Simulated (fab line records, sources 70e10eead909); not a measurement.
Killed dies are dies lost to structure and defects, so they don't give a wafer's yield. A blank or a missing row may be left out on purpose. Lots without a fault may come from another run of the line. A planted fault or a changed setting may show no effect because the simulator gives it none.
Chamber matching | flow nand_harc | NHARC_P_BONDPAD_CMP_32 on cmp-02: 4 sister chambers
The step polishes SiCN, target thk 200 nm. 8 wafers are shown with their chamber, then 9 later ones without.

WAFERS WITH THEIR CHAMBER
wafer  | chamber | motor_current_A (A) | retaining_ring_pressure_frac
L085.6 | 1       | 12.0                | 1.007
L087.4 | 3       | 13.9                | 1.008
L086.3 | 2       | 11.2                | 1.007
L086.4 | 3       | 14.2                | 0.997
L086.5 | 0       | 11.1                | 1.001
L088.3 | 2       | 11.4                | 0.995
L088.5 | 1       | 11.6                | 0.992
L088.6 | 0       | 12.5                | 0.995

WAFERS WITHOUT THEIR CHAMBER
wafer  | motor_current_A (A) | retaining_ring_pressure_frac
L090.1 | 13.7                | 1.001
L090.2 | 12.3                | 0.994
L090.4 | 12.3                | 0.999
L092.1 | 11.5                | 0.995
L092.4 | 12.1                | 1.001
L092.5 | 11.2                | 1.004
L094.3 | 11.8                | 1.001
L094.4 | 13.8                | 0.999
L094.6 | 12.3                | 1.008

WHICH CHAMBER EACH WENT THROUGH
wafer  | from the rows above               | in truth
L090.1 | 3                                 | 3
L090.2 | can't be placed: 0 or 1 or 2      | 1
L090.4 | can't be placed: 1 or 0 or 2      | 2
L092.1 | can't be placed: 0 or 1 or 2      | 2
L092.4 | can't be placed: 1 or 0 or 2      | 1
L092.5 | can't be placed: 2 or 1 or 0      | 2
L094.3 | can't be placed: 1 or 0 or 2      | 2
L094.4 | 3                                 | 3
L094.6 | can't be placed: 1 or 0 or 2 or 3 | 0
Placed correctly: 2 of 9. Can't be placed from these rows: 7 (the true chamber is among the candidates in 7). Placed wrongly: 0.
How it was worked out, from the rows above alone: a wafer's distance from a chamber is the root of the sum, over the readings, of the square of ((its reading less the chamber's mean) divided by the reading's scatter). The wafer belongs to the nearest chamber; if the next one is less than 2 further off, it can't be placed. A chamber's mean is the mean of its shown wafers. The scatter: the root of (the sum of the squares of (reading less its chamber's mean) over the shown wafers, divided by (wafers less chambers)).
